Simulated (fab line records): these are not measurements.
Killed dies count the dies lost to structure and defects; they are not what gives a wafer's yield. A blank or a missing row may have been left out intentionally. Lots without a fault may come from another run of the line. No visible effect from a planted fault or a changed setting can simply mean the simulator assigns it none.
The tool behind it: which one?    flow n5_finfet    10 lots, 30 wafers sampled, at 4 steps of a route of 1938

## WHAT THE GAUGES READ, wafer by wafer
N5_BEOL_M7_INSPECT_30: inspects for defects (brightfield).
lot   measured      on                 raw_defect_count
L600  day 9 00:54   defect_inspect-02  326 402 242
L602  day 9 14:19   defect_inspect-02  257 301 293
L603  day 9 21:24   defect_inspect-02  453 360 466
L606  day 10 18:34  defect_inspect-01  438 408 367
L604  day 10 21:05  defect_inspect-02  318 300 352
L611  day 12 06:00  defect_inspect-02  284 393 306
L610  day 12 08:39  defect_inspect-01  306 245 342
L618  day 13 14:30  defect_inspect-02  498 365 328
L619  day 13 20:25  defect_inspect-01  332 490 405
L622  day 14 18:53  defect_inspect-02  379 350 437

## EACH LOT AND THE TOOL THAT RAN IT (in order: tool; ch and the chambers of the sampled wafers; start)
lot   N5_BEOL_M7_ETCH_61                  N5_BEOL_M7_STRIP_19                 N5_BEOL_M7_EXPOSE_25
L600  rie_diel-02 ch 0,2,3, day 8 22:35   rie_diel-02 ch 0,1,2, day 8 23:07   euv_scanner-01 ch 0, day 9 00:41
L602  rie_diel-06 ch 0,3, day 9 13:29     rie_diel-02 ch 0,2, day 9 13:50     euv_scanner-01 ch 0, day 9 14:05
L603  rie_diel-01 ch 1,2,3, day 9 18:02   rie_diel-01 ch 0,2,3, day 9 18:23   euv_scanner-01 ch 0, day 9 21:11
L606  rie_diel-01 ch 1,3, day 10 16:50    rie_diel-02 ch 0,2,3, day 10 17:13  euv_scanner-01 ch 0, day 10 18:22
L604  rie_diel-01 ch 0,3, day 10 20:08    rie_diel-06 ch 0,1, day 10 20:31    euv_scanner-02 ch 0, day 10 20:52
L611  rie_diel-01 ch 2,3, day 12 04:13    rie_diel-02 ch 0,1,2, day 12 04:52  euv_scanner-02 ch 0, day 12 05:47
L610  rie_diel-01 ch 0,1,2, day 12 07:29  rie_diel-06 ch 0,2,3, day 12 07:57  euv_scanner-01 ch 0, day 12 08:26
L618  rie_diel-01 ch 0,1,2, day 13 12:59  rie_diel-01 ch 0,1, day 13 13:20    euv_scanner-02 ch 0, day 13 14:17
L619  rie_diel-06 ch 0,2,3, day 13 18:19  rie_diel-06 ch 0,1,2, day 13 18:40  euv_scanner-02 ch 0, day 13 20:11
L622  rie_diel-02 ch 0,1,3, day 14 13:55  rie_diel-01 ch 0,1,2, day 14 14:17  euv_scanner-01 ch 0, day 14 18:40
- N5_BEOL_M7_ETCH_61: etches SiARC in CF4, target depth 45.5 nm, time 75.8 s.
- N5_BEOL_M7_STRIP_19: strips in O2.
- N5_BEOL_M7_EXPOSE_25: exposes mask V6, target cd 40 nm.

## AS READ BY THE TOOLS THEMSELVES (means over the sampled wafers that have a number; for cases with no such wafer, the mark the record gives instead)
N5_BEOL_M7_ETCH_61.
lot   tool         drypump_motor_current_A (A)  etch_rf_on_time_s (s)  oes_product_au (a.u.)  rf_fwd_power_W (W)  rf_vpp_V (V)  showerhead_plenum_p_Torr (Torr)  throttle_valve_pct (%)
L600  rie_diel-02  5.4                          75.4                   0.68                   541.9               184.7         2.16                             15.48
L602  rie_diel-06  5.5                          77.7                   0.60                   537.3               183.7         2.10                             15.83
L603  rie_diel-01  5.6                          75.5                   0.61                   538.3               184.0         2.15                             15.72
L606  rie_diel-01  5.4                          75.2                   0.59                   539.3               184.3         2.15                             15.82
L604  rie_diel-01  5.6                          75.4                   0.62                   538.9               183.3         2.08                             15.67
L611  rie_diel-01  6.1                          74.9                   0.69                   541.8               184.3         2.12                             15.45
L610  rie_diel-01  5.5                          75.0                   0.62                   535.6               183.4         2.10                             15.65
L618  rie_diel-01  5.5                          76.0                   0.61                   536.6               182.0         2.10                             15.67
L619  rie_diel-06  5.4                          76.3                   0.67                   537.0               183.4         2.15                             15.63
L622  rie_diel-02  5.8                          76.3                   0.65                   542.1               184.2         2.14                             15.50

N5_BEOL_M7_STRIP_19.
lot   tool         drypump_motor_current_A (A)  oes_product_au (a.u.)  rf_vpp_V (V)  showerhead_plenum_p_Torr (Torr)  throttle_valve_pct (%)
L600  rie_diel-02  5.6                          0.80                   3.5           2.08                             16.47
L602  rie_diel-02  5.2                          0.78                   3.7           2.07                             16.49
L603  rie_diel-01  5.8                          0.72                   3.5           2.03                             16.60
L606  rie_diel-02  5.4                          0.78                   3.6           2.10                             16.53
L604  rie_diel-06  5.3                          0.73                   3.4           2.06                             16.88
L611  rie_diel-02  5.5                          0.77                   3.9           2.07                             16.51
L610  rie_diel-06  5.4                          0.80                   3.5           2.10                             16.62
L618  rie_diel-01  5.2                          0.72                   3.7           2.00                             16.68
L619  rie_diel-06  5.1                          0.72                   3.4           2.02                             16.82
L622  rie_diel-01  5.5                          0.70                   3.3           2.05                             16.72

N5_BEOL_M7_EXPOSE_25.
lot   tool            exposure_dose_mJ_cm2  stage_msd_nm (nm)
L600  euv_scanner-01  42.54                 0.858
L602  euv_scanner-01  42.51                 0.860
L603  euv_scanner-01  42.49                 0.864
L606  euv_scanner-01  42.48                 0.876
L604  euv_scanner-02  42.38                 0.853
L611  euv_scanner-02  42.43                 0.845
L610  euv_scanner-01  42.43                 0.896
L618  euv_scanner-02  41.43                 0.839
L619  euv_scanner-02  41.61                 0.837
L622  euv_scanner-01  42.46                 0.904

## THE ANSWER, worked out from the rows above alone
Rule: what is usual is taken from the lots themselves. Put in order of their means at a reading, lots are off if they are a third of the lots or fewer, leave a main group of 4 or more, and stand apart from it by a gap of 3 or more times the standard deviation of the main group's means; of several such gaps the widest counts. A main group is skipped when, at the precision printed for the reading in the tables above, its means are all equal. A lot without any number at a reading at which 4 lots or more have one is off too. The other lots that the step has rows for count as sound. The gauges are gone through in route order, then the tools' own readings, and for those a lot's mean is taken as printed above. The first step at which some lot is off is used, and at that step the reading that is off furthest; a lot without a number counts as furthest.
Off: L618, L619 (N5_BEOL_M7_EXPOSE_25, exposure_dose_mJ_cm2). For the main group the mean is 42.47 and the standard deviation 0.048.
A tool fits if, at that step or a process step before it, it ran every lot that is off, and no sound lot after the first of them. One fits: N5_BEOL_M7_EXPOSE_25 on euv_scanner-02. Its last sound lot is L611 (day 12 05:47), its first lot that is off L618 (day 13 14:17): a fault that began between those two fits.
On the lots that are off, the tool's own readings at N5_BEOL_M7_EXPOSE_25 differ by more than 5 times the standard deviation of the sound lots' means, which bears it out; exposure_dose_mJ_cm2 reads 41.52 there versus 42.47 on the sound lots.

## WHAT THE SIMULATOR PUT IN
Drift in process parameters on euv_scanner-02 at N5_BEOL_M7_EXPOSE_25, starting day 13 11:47. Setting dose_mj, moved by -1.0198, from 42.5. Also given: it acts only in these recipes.
Shown lots that were struck: L618, L619. Same finding as the rule above.
